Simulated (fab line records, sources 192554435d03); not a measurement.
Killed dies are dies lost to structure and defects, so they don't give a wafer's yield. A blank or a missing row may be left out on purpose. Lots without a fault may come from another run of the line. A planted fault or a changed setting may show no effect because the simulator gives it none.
A struck lot beside a sound one | flow n5_finfet | 16 steps out of a route of 1938
Sound: wafers L221.1, L221.2, L221.5. Struck: wafers L226.3, L226.4, L226.6. The cause comes at the end.
At each step with rows: each side's tool, then ch and its chambers, then its first start. Under that, the readings that differ: sound wafers | struck wafers | difference of the means | sigmas: that difference in standard deviations of wafers without a fault.
alike: readings whose means differ by less than 2 such deviations, and words and numbers that are the same on both sides. not compared: withheld readings, readings that some wafer has no value for, bounds like >300 that may hide the same value, and numbers for which the record gives no deviation and whose values overlap.
The two part at a step that has a row with sigmas, a row that says differs or no value, or rows on one side only. Numbers that don't overlap but have no deviation are shown without sigmas and don't part them. A reading that every wafer of one side lacks parts them only if that side has two wafers or more.

first, 8 steps without rows for these wafers: N5_BEOL_M3_COAT_68 (time 60 s, resist thk 12 nm); N5_BEOL_M3_COAT_76 (time 60 s, resist thk 5 nm); N5_BEOL_M3_COAT_22 (resist thk 30 nm); N5_BEOL_M3_EBR_24; N5_BEOL_M3_SOFTBAKE_23 (time 60 s); N5_BEOL_M3_EXPOSE_25 (exposes mask V2, defocus 5 nm); N5_BEOL_M3_PEB_26 (peb time 60 s); N5_BEOL_M3_DEVELOP_27 (develop time 30 s).
N5_BEOL_M3_CD_MEAS_28: target cd 25.7 nm, target cd y 23.3 nm.
  sound on cd_sem-01 ch 0, day 10 12:08; struck on cd_sem-01 ch 0, day 11 18:06
  alike: cd_nm
N5_BEOL_M3_OVL_MEAS_29:
  sound on overlay-02 ch 0, day 10 12:10; struck on overlay-02 ch 0, day 11 18:08
  alike: V2_OVL
N5_BEOL_M3_INSPECT_30: inspects for defects (brightfield).
  sound on defect_inspect-01, day 10 12:13; struck on defect_inspect-02, day 11 18:11
  alike: raw_defect_count
N5_BEOL_M3_DESCUM_33: chemistry O2, time 7 s.
  sound on rie_diel-06 ch 0,1, day 10 12:16; struck on rie_diel-06 ch 1,3, day 11 18:13
  alike: drypump_motor_current_A, oes_product_au, rf_vpp_V, showerhead_plenum_p_Torr, throttle_valve_pct
  not compared: rf_hours_counter_h
N5_BEOL_M3_ETCH_77: etches underlayer in N2/H2, target depth 6.5 nm, time 5.2 s.
  sound on rie_diel-06 ch 0,1, day 10 12:17; struck on rie_diel-06 ch 1,3, day 11 18:16
  reading               | sound          | struck         | difference | sigmas
  etch_rf_on_time_s (s) | 5.09 5.04 5.03 | 3.53 3.70 3.71 | -1.41      | -12
  alike: drypump_motor_current_A, oes_product_au, rf_vpp_V, showerhead_plenum_p_Torr, throttle_valve_pct
  not compared: rf_hours_counter_h
N5_BEOL_M3_ETCH_69: etches SiARC in CF4, target depth 15.6 nm, time 26 s.
  sound on rie_diel-06 ch 0,1, day 10 12:19; struck on rie_diel-06 ch 1,3, day 11 18:16
  alike: drypump_motor_current_A, etch_rf_on_time_s, oes_product_au, rf_vpp_V, showerhead_plenum_p_Torr, throttle_valve_pct
  not compared: rf_hours_counter_h
N5_BEOL_M4_RC_MEAS_101:
  sound on prober-01 ch 0, day 12 08:56; struck on prober-01 ch 0, day 12 23:16
  alike: DIBL_N, DIBL_P, IOFF_N, IOFF_P, ION_N, ION_P, SS_N, SS_P, VT_N, VT_P
N5_PASSIVATION_PROBE_49:
  the record has rows for the sound wafers here (prober-02, day 16 21:35) and none for the struck ones

WHERE THEY PART
First at N5_BEOL_M3_ETCH_77; last, within this record, at N5_PASSIVATION_PROBE_49.

WHY: what the simulator had put in
Process parameter drift: rie_diel-06, from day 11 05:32 on, at N5_BEOL_M3_ETCH_77. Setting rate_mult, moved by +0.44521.
